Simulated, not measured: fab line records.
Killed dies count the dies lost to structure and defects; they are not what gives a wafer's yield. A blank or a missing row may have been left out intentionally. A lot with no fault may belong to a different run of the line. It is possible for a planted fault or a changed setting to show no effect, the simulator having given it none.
Which tool is to blame?	flow nand harc	12 lots, 35 wafers sampled, at 7 steps of a route of 1159

## WHAT THE GAUGES READ, wafer by wafer
NHARC_P_ZERO_WELL_CD_MEAS_37: target cd 720 nm. Usual: cd nm at 720.3 nm, with a standard deviation of 1.3.
lot	measured	on	cd nm (nm)	flag
L222	day 1 16:15	cd sem-02	718.5 718.2 719.6	
L225	day 2 10:07	cd sem-03	721.6 721.3 721.3	
L227	day 2 22:13	cd sem-02	723.0 720.4 721.3	
L228	day 3 03:59	cd sem-03	720.6 720.0 721.5	
L229	day 3 10:01	cd sem-01	719.6 720.3 720.6	
L230	day 3 16:08	cd sem-01	719.7 720.2 719.0	
L232	day 4 04:07	cd sem-02	720.6 718.8 718.9	
L234	day 4 16:20	cd sem-02	721.1 720.8 721.6	
L235	day 4 22:05	cd sem-02	717.7 718.2 718.9	
L237	day 5 10:16	cd sem-01	720.7 719.6 720.0	
L238	day 5 15:58	cd sem-03	718.6 720.3 719.2	
L242	day 6 16:28	cd sem-03	722.4 721.7	

NHARC_P_STI_CD_MEAS_09: target cd 200 nm. Usual: cd nm at 199.4 nm, with a standard deviation of 1.8.
lot	measured	on	cd nm (nm)	flag
L222	day 2 09:44	cd sem-01	196.6 195.9 198.6	
L225	day 3 03:35	cd sem-03	201.6 201.1 199.3	
L227	day 3 18:00	cd sem-01	200.4 197.7 198.7	
L228	day 4 01:50	cd sem-02	196.7 199.5 198.4	
L229	day 4 01:40	cd sem-03	198.7 197.0 199.7	
L230	day 4 11:10	cd sem-01	198.0 200.3 201.9	
L232	day 5 00:05	cd sem-03	196.9 197.6 194.0	
L234	day 5 11:04	cd sem-03	199.9 201.9 200.7	
L235	day 5 18:43	cd sem-03	201.0 197.2 198.8	
L237	day 6 01:44	cd sem-01	202.8 201.3 203.3	
L238	day 6 14:10	cd sem-01	204.3 201.4 200.7	
L242	day 7 12:41	cd sem-01	193.0 191.3	OFF

NHARC_P_STI_INSPECT_11. Usual: raw defect count at 5.6, with a standard deviation of 2.5.
lot	measured	on	raw defect count	flag
L222	day 2 09:52	defect inspect-01	4 2 7	
L225	day 3 03:42	defect inspect-02	5 4 7	
L227	day 3 18:08	defect inspect-02	9 9 7	
L228	day 4 01:57	defect inspect-02	1 5 4	
L229	day 4 01:47	defect inspect-01	7 9 13	
L230	day 4 11:17	defect inspect-02	5 8 4	
L232	day 5 00:13	defect inspect-01	7 3 4	
L234	day 5 11:13	defect inspect-02	10 5 3	
L235	day 5 18:50	defect inspect-01	5 8 4	
L237	day 6 01:51	defect inspect-01	6 6 5	
L238	day 6 14:18	defect inspect-01	5 4 5	
L242	day 7 12:49	defect inspect-01	3 7	

NHARC_P_STI_OCD_MEAS_17. Usual: trench depth nm 302.2 nm, standard deviation 2.9; trench foot cd nm 157.1 nm, standard deviation 1.9.
lot	measured	on	trench depth nm (nm)	trench foot cd nm (nm)	flag
L222	day 2 10:31	ocd-01	297.2 302.5 297.4	155.2 153.4 156.4	
L225	day 3 04:22	ocd-02	297.8 300.0 303.4	160.5 159.3 157.5	
L227	day 3 18:47	ocd-02	303.1 297.8 303.7	158.0 155.6 156.4	
L228	day 4 02:38	ocd-02	303.4 305.0 304.2	154.3 156.5 156.3	
L229	day 4 02:28	ocd-01	302.4 308.0 307.7	156.1 154.0 156.0	
L230	day 4 11:56	ocd-01	298.1 304.4 301.4	157.1 158.0 159.7	
L232	day 5 00:52	ocd-02	304.1 305.8 301.2	154.8 155.0 151.3	
L234	day 5 11:53	ocd-01	302.1 301.3 305.1	157.6 159.5 157.9	
L235	day 5 19:29	ocd-02	305.4 302.0 302.4	158.5 155.9 156.7	
L237	day 6 02:31	ocd-02	300.3 299.6 299.5	160.2 160.0 160.8	
L238	day 6 14:58	ocd-01	299.5 300.6 301.8	162.2 159.6 157.9	
L242	day 7 13:29	ocd-02	305.6 301.0	150.6 149.1	OFF

NHARC_END_SORT_01. Usual: killed at array 31, standard deviation 12; killed at other 0.6, standard deviation 0.85; killed at periphery 3.0, standard deviation 2.3; killed dies 35, standard deviation 12; killed open 3.2, standard deviation 1.9; killed short 1.8, standard deviation 1.4.
lot	measured	on	killed at array	killed at other	killed at periphery	killed dies	killed open	killed short	flag
L222	day 19 05:39	prober-01	18 20 24	0 1 1	1 0 2	19 21 27	5 3 3	1 0 2	
L225	day 19 13:36	prober-02	15 12 14	0 0 0	0 1 2	15 13 16	3 1 2	2 2 3	
L227	day 19 13:35	prober-01	11 16 7	0 0 0	5 2 3	16 18 10	3 3 1	2 2 4	
L228	day 20 17:20	prober-02	22 17 15	1 0 2	6 5 3	29 22 20	3 7 2	2 1 2	
L229	day 21 20:56	prober-02	40 34 39	0 1 1	0 4 1	40 39 41	0 7 2	2 2 2	
L230	day 21 02:19	prober-01	40 33 50	3 2 0	1 2 2	44 37 52	2 3 1	2 0 2	
L232	day 22 04:41	prober-01	45 33 31	1 2 1	1 2 0	47 37 32	4 3 1	2 1 0	
L234	day 22 05:32	prober-02	20 16 15	2 0 0	4 1 4	26 17 19	9 0 3	1 1 2	
L235	day 23 13:31	prober-02	46 29 38	0 1 1	1 3 2	47 33 41	5 3 5	2 3 1	
L237	day 23 07:27	prober-01	34 29 38	0 1 4	2 3 1	36 33 43	1 5 2	2 2 0	
L238	day 23 21:16	prober-02	35 23 29	1 0 3	3 1 2	39 24 34	2 2 3	2 0 0	
L242	day 24 00:21	prober-01	42 36	0 0	7 3	49 39	6 4	3 0	

## WHAT TOOL EACH LOT RAN ON (gives the tool, then ch and the chambers of the sampled wafers, and finally the start)
lot	NHARC_P_ZERO_WELL_DESCUM_54	NHARC_P_STI_EXPOSE_06
L222	rie diel-10 ch 0,1,3, day 1 18:05	krf scanner-04 ch 0, day 2 09:35
L225	rie diel-04 ch 2,3, day 2 11:49	krf scanner-03 ch 0, day 3 03:26
L227	rie diel-04 ch 0,1,2, day 3 00:04	krf scanner-04 ch 0, day 3 17:51
L228	rie diel-04 ch 0,1,3, day 3 05:50	krf scanner-02 ch 0, day 4 01:41
L229	rie diel-04 ch 1,2,3, day 3 11:57	krf scanner-04 ch 0, day 4 01:31
L230	rie diel-10 ch 0,1,3, day 3 17:59	krf scanner-03 ch 0, day 4 11:01
L232	rie diel-07 ch 0,1, day 4 05:48	krf scanner-03 ch 0, day 4 23:55
L234	rie diel-04 ch 0,3, day 4 18:08	krf scanner-03 ch 0, day 5 10:56
L235	rie diel-10 ch 1,3, day 4 23:53	krf scanner-03 ch 0, day 5 18:34
L237	rie diel-10 ch 2,3, day 5 12:05	krf scanner-03 ch 0, day 6 01:35
L238	rie diel-07 ch 0,1,2, day 5 17:41	krf scanner-02 ch 0, day 6 14:01
L242	rie diel-10 ch 1,3, day 6 18:18	krf scanner-02 ch 0, day 7 12:32
- NHARC_P_ZERO_WELL_DESCUM_54: chemistry O2, time 3 s.
- NHARC_P_STI_EXPOSE_06: exposes mask P STI, target cd 200 nm.

## WHAT THE TOOLS THEMSELVES READ (means of the sampled wafers that have a number; where no wafer has one, the mark that the record gives instead)
NHARC_P_ZERO_WELL_DESCUM_54. Usual: drypump motor current A 5.7 A, standard deviation 0.4; oes product au 1.000 a.u., standard deviation 0.0078; rf vpp V 57.8 V, standard deviation 0.89; showerhead plenum p Torr 1.93 Torr, standard deviation 0.1; throttle valve pct 11.311 %, standard deviation 0.0092.
lot	tool	drypump motor current A (A)	oes product au (a.u.)	rf vpp V (V)	showerhead plenum p Torr (Torr)	throttle valve pct (%)	flag
L222	rie diel-10	5.7	1.004	57.8	1.91	11.305	
L225	rie diel-04	6.4	1.002	56.9	1.86	11.305	
L227	rie diel-04	5.8	1.003	58.3	1.99	11.316	
L228	rie diel-04	5.8	0.999	58.5	1.97	11.313	
L229	rie diel-04	6.1	0.999	57.2	1.91	11.321	
L230	rie diel-10	5.7	1.006	57.6	1.91	11.317	
L232	rie diel-07	5.5	0.999	57.1	1.85	11.316	
L234	rie diel-04	6.2	0.990	57.2	1.91	11.310	
L235	rie diel-10	5.7	0.998	57.6	1.84	11.326	
L237	rie diel-10	5.5	1.008	58.0	2.00	11.313	
L238	rie diel-07	5.6	0.996	57.0	1.86	11.304	
L242	rie diel-10	5.8	1.003	57.7	1.83	11.316	

## THE ANSWER, worked out from the rows above alone
Rule: take the mean of a lot's wafers that have a number; if it is more than 3 standard deviations from the usual mean, the lot is off. A lot without any number at a reading at which 4 lots or more have one is off too. Where the step has rows for the other lots, those lots are counted as sound. The gauges are gone through in route order, then the tools' own readings, and for those a lot's mean is taken as printed above. At the first step where some lot is off, the reading lying furthest off is the one used; lots without a number count as furthest.
Off, at NHARC_P_STI_CD_MEAS_09 on cd nm: L242.
A tool fits if, at a process step before that reading, it ran every lot that is off, and no sound lot after the first of them. The gauges at NHARC_P_STI_CD_MEAS_09 aren't tried: what is off there is off at NHARC_P_STI_OCD_MEAS_17 too, on other tools, and a gauge's error can't cause that. Can't be told from this: 2 tools fit, rie diel-10 at NHARC_P_ZERO_WELL_DESCUM_54, krf scanner-02 at NHARC_P_STI_EXPOSE_06.

## WHAT THE SIMULATOR PUT IN
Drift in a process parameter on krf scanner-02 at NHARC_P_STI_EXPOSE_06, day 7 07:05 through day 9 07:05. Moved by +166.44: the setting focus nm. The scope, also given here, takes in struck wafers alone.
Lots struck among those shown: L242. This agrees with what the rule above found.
